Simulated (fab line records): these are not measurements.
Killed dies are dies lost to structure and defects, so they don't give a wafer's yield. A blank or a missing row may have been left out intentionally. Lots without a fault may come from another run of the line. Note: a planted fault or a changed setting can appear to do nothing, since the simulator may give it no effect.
Struck lot and sound lot, side by side ; flow n5_finfet ; 40 steps out of a route of 1938
Sound: wafers L933.1, L933.2, L933.6. Struck: wafer L922.2 (left out: L922.5, L922.6 of the same lot, which were not struck); the cause appears at the end.
For every step that has rows: the tool of each side, followed by ch and its chambers, followed by its first start. Under that, the readings that differ: sound wafers ; struck wafers ; difference of the means ; sigmas: that difference in standard deviations of wafers without a fault.
alike: readings with means less than 2 such deviations apart, plus words and numbers identical on both sides. not compared: withheld readings, readings lacking a value on some wafer, bounds such as >300 that could conceal the same value, and numbers that have no deviation in the record and whose values overlap.
Wherever a step has rows on one side only, a row that says differs or no value, or a row with sigmas, the two part there. Numbers that don't overlap but have no deviation are shown without sigmas and don't part them. A reading that every wafer of one side lacks parts them only if that side has two wafers or more.

first, 11 steps without rows for these wafers: N5_HKMG_FIN_STRIP_60 (strips in N2/H2, time 360 s); N5_HKMG_FIN_WET_ETCH_77 (etches La2O3 in dHCl, stops on HfO2, target depth 2 nm); N5_HKMG_FIN_WET_ETCH_78 (etches Al2O3 in dNH4OH, stops on La2O3, target depth 4.5 nm, rinse time 30 s); N5_HKMG_FIN_ALD_79 (deposits TiN, target thk 1.5 nm, pulse time 1 s, purge time 3 s); N5_HKMG_FIN_CVD_62 (deposits a-Si from Si2H6, target thk 3 nm, time 20.8 s); N5_HKMG_FIN_RTA_80 (time 2 s); N5_HKMG_FIN_PRECLEAN_64 (cleans in dHF, time 30 s); N5_HKMG_FIN_WET_ETCH_65 (etches a-Si in TMAH, stops on TiN, time 49 s, target depth 3 nm); N5_HKMG_FIN_WET_ETCH_81 (etches TiN in SC1, stops on HfO2, time 57 s, target depth 6 nm); N5_HKMG_FIN_WET_ETCH_82 (etches La2O3 in dHCl, stops on HfO2, target depth 2 nm, rinse time 30 s); N5_HKMG_FIN_ALD_36 (deposits TiN, target thk 1 nm, pulse time 1 s, purge time 3 s).
N5_HKMG_FIN_PWFM_ALD_03: deposits TiN, target thk 2 nm, pulse time 1 s, purge time 3 s.
  sound on ald_metal-01 ch 1,2, day 9 10:41; struck on ald_metal-03 ch 1, day 6 20:58
reading;sound;struck;difference;sigmas
ald_cycles;91 91 91;63;-28;
chamber_pressure_Torr (Torr);3.004 3.003 3.006;2.992;-0.012;-2
model.TiN_of_HKMG_FIN_PWFM_ALD_03.thk_nm (nm);2 2 2;1.4;-0.6;
  alike: heater_power_w, precursor_pulse_height_rel
then, 26 steps without rows for these wafers: N5_HKMG_FIN_COAT_29 (time 60 s, resist thk 300 nm); N5_HKMG_FIN_COAT_30 (time 60 s, resist thk 35 nm); N5_HKMG_FIN_COAT_06 (resist thk 90 nm); N5_HKMG_FIN_EBR_08; N5_HKMG_FIN_SOFTBAKE_07 (time 60 s); N5_HKMG_FIN_EXPOSE_09 (exposes mask NWFM); N5_HKMG_FIN_PEB_10 (peb time 60 s); N5_HKMG_FIN_DEVELOP_11 (develop time 30 s); N5_HKMG_FIN_DESCUM_17 (chemistry O2, time 7.9 s); N5_HKMG_FIN_ETCH_31 (etches SiARC in CF4, target depth 45.5 nm, time 75.8 s); N5_HKMG_FIN_ETCH_32 (etches SOC in N2/H2, target depth 240 nm, time 300 s); N5_HKMG_FIN_STRIP_33 (strips in N2/H2); N5_HKMG_FIN_STRIP_34 (strips in CF4); N5_HKMG_FIN_ETCH_35 (etches SOC in N2/H2, target depth 215.8 nm, time 243.4 s); N5_HKMG_FIN_STRIP_92 (strips SOC in N2/H2, time 20 s); N5_HKMG_FIN_WET_ETCH_18 (etches TiN in SC1, time 55 s, target depth 5.2 nm, rinse time 30 s); N5_HKMG_FIN_STRIP_19 (strips in N2/H2, time 360 s); N5_HKMG_FIN_ALD_91 (deposits TiN, target thk 1 nm, pulse time 1 s, purge time 3 s); N5_HKMG_FIN_COAT_85 (time 60 s, resist thk 300 nm); N5_HKMG_FIN_ETCH_86 (etches SOC in N2/H2, stops on TiN, target depth 393.2 nm); N5_HKMG_FIN_STRIP_89 (strips SOC in N2/H2, time 20 s); N5_HKMG_FIN_WET_ETCH_87 (etches TiN in SC1, time 154.2 s, target depth 4.7 nm, rinse time 30 s); N5_HKMG_FIN_STRIP_88 (strips in N2/H2, time 360 s); N5_HKMG_FIN_NWFM_ALD_20 (deposits TiAlC, target thk 2 nm, pulse time 3 s, purge time 2 s); N5_HKMG_FIN_ALD_71 (deposits TiN, target thk 1 nm, pulse time 1 s, purge time 3 s); N5_HKMG_FIN_COAT_66 (time 60 s, resist thk 300 nm).
-- record jumps: 4 days separate the struck wafers' starts on either side; left off in module HKMG_FIN, taken up again in module BEOL_M4, whose first shown step is the route's number 1111 --
N5_BEOL_M4_RC_MEAS_101:
  sound on prober-01 ch 0, day 13 09:58; struck on prober-01 ch 0, day 10 21:40
reading;sound;struck;difference;sigmas
IOFF_P (nA/um);0.18 0.13 0.17;0.08;-0.08;-2
IOFF_P_85C (nA/um);3.3 2.5 3.1;1.6;-1.4;-3
IOFF_P_LIN (nA/um);0.091 0.072 0.085;0.039;-0.044;-3
IOFF_P_LONG (nA/um);0.0001 8.7e-05 8.8e-05;6.9e-05;-2.3e-05;-3
ION_P (uA/um);469 445 452;416;-39;-5
VT_P (mV);-254 -258 -255;-273;-17;-5
VT_P_LONG (mV);-278.0 -278.9 -280.0;-300.1;-21.1;-7
VT_P_LVT (mV);-98.9 -104.2 -99.6;-122.1;-21.2;-8
  alike: DIBL_N, DIBL_P, IOFF_N, ION_N, SS_N, SS_P, VT_N
-- the record jumps here: 5 days lie between the struck wafers' starts before and after (it left off in module BEOL_M4 and takes up again in module PASSIVATION, whose first step shown is number 1936 of the route) --
N5_PASSIVATION_PROBE_49:
  the record has rows for the struck wafers here (prober-01, day 15 11:29) and none for the sound ones

== WHERE THEY PART ==
At N5_HKMG_FIN_PWFM_ALD_03 first; at N5_PASSIVATION_PROBE_49 last (within this record only).

WHY: the cause the simulator had injected
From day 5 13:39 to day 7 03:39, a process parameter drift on ald_metal-03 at N5_HKMG_FIN_PWFM_ALD_03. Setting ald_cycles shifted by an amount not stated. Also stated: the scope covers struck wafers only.
